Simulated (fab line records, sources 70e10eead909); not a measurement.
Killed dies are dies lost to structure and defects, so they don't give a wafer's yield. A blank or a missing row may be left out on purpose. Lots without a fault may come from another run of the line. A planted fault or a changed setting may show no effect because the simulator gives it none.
A struck lot beside a sound one | flow nand_harc | 15 steps out of a route of 1159
Sound: wafers L500.2, L500.5, L500.6. Struck: wafers L497.2, L497.3, L497.5. The cause comes at the end.
At each step with rows: each side's tool, then ch and its chambers, then its first start. Under that, the readings that differ: sound wafers | struck wafers | difference of the means | sigmas: that difference in standard deviations of wafers without a fault.
alike: readings whose means differ by less than 2 such deviations, and words and numbers that are the same on both sides. not compared: withheld readings, readings that some wafer has no value for, bounds like >300 that may hide the same value, and numbers for which the record gives no deviation and whose values overlap.
The two part at a step that has a row with sigmas, a row that says differs or no value, or rows on one side only. Numbers that don't overlap but have no deviation are shown without sigmas and don't part them. A reading that every wafer of one side lacks parts them only if that side has two wafers or more.

first, 2 steps without rows for these wafers: NHARC_P_CONTACT_ETCH_35 (etches the open film in CF4, target depth 39 nm, time 65 s); NHARC_P_CONTACT_ETCH_36 (etches the open film in N2/H2, target depth 260 nm, time 406.25 s).
NHARC_P_CONTACT_ETCH_18: etches the open film in C4F8/O2/Ar, target depth 481 nm, time 240.5 s.
  sound on rie_diel-13 ch 0,1,3; struck on rie_diel-02 ch 0,1,3
  alike: oes_product_au, rf_vpp_V
  not compared: rf_hours_counter_h
then, 1 step without rows for these wafers: NHARC_P_CONTACT_STRIP_37 (strips in C4F8/O2/Ar).
NHARC_P_CONTACT_ETCH_31: etches the open film in CH3F/O2, target depth 30 nm, time 85.7 s.
  sound on rie_diel-13 ch 0,1; struck on rie_diel-02 ch 1,2
  reading               | sound             | struck            | difference | sigmas
  oes_product_au (a.u.) | 1.000 1.000 0.991 | 0.967 0.959 0.976 | -0.030     | -2
  alike: drypump_motor_current_A, rf_vpp_V, showerhead_plenum_p_Torr, throttle_valve_pct
  not compared: rf_hours_counter_h
NHARC_P_CONTACT_CD_MEAS_19:
  sound on cd_sem-02, day 6 05:06; struck on cd_sem-03, day 5 11:47
  reading    | sound          | struck         | difference | sigmas
  cd_nm (nm) | 90.9 91.4 90.4 | 86.6 87.1 85.2 | -4.6       | -3
then, 2 steps without rows for these wafers: NHARC_P_CONTACT_STRIP_28 (strips in O2); NHARC_P_CONTACT_STRIP_29 (strips in post etch residue remover, time 1200 s).
NHARC_P_CONTACT_DEGAS_38: time 60 s.
  sound on pvd_sputter-02, day 6 05:50; struck on pvd_sputter-02, day 5 12:30
  alike: heater_power_w
then, 1 step without rows for these wafers: NHARC_P_CONTACT_PRE_CLEAN_39 (time 19.5 s).
NHARC_P_CONTACT_PVD_32: deposits Ti, target thk 5 nm, time 17.7 s.
  sound on pvd_sputter-02; struck on pvd_sputter-02
  alike: cathode_dc_power_W, throttle_valve_pct
NHARC_P_CONTACT_ALD_22: deposits TiN, target thk 3 nm, pulse time 1 s, ald cycles 150.
  sound on ald_metal-04 ch 0,2,3, day 6 06:07; struck on ald_metal-04 ch 0,1, day 5 12:44
  reading                    | sound             | struck            | difference | sigmas
  precursor_pulse_height_rel | 1.039 1.027 1.022 | 0.977 0.992 0.976 | -0.048     | -2
  alike: heater_power_w
NHARC_P_CONTACT_CVD_23: deposits W, target thk 200 nm, time 557 s.
  sound on cvd_w-02 ch 0,1, day 6 12:29; struck on cvd_w-02 ch 0,1, day 5 14:14
  alike: heater_power_w, throttle_valve_pct
NHARC_P_CONTACT_CMP_24: polishes, t overpolish 30 s, target thk 200 nm.
  sound on cmp-03 ch 2,3, day 6 13:04; struck on cmp-02 ch 0,1, day 5 15:02
  reading                | sound          | struck         | difference | sigmas
  time_to_endpoint_s (s) | 39.2 42.1 39.9 | 80.7 77.3 77.0 | +37.9      | +15
  alike: motor_current_A, overpolish_run_s
  not compared: pad_life_wafers
-- the record jumps here: 14 days lie between the struck wafers' starts before and after (it left off in module P_CONTACT and takes up again in module END, whose first step shown is number 1159 of the route) --
NHARC_END_SORT_01:
  sound on prober-02 ch 0, day 19 15:42; struck on prober-02 ch 0, day 19 07:02
  alike: killed_at_array, killed_at_other, killed_at_periphery, killed_dies, killed_open, killed_short

WHERE THEY PART
First at NHARC_P_CONTACT_ETCH_31; last, within this record, at NHARC_P_CONTACT_CMP_24. Later steps at which nothing parts them and some readings are alike: NHARC_END_SORT_01.

WHY: what the simulator had put in
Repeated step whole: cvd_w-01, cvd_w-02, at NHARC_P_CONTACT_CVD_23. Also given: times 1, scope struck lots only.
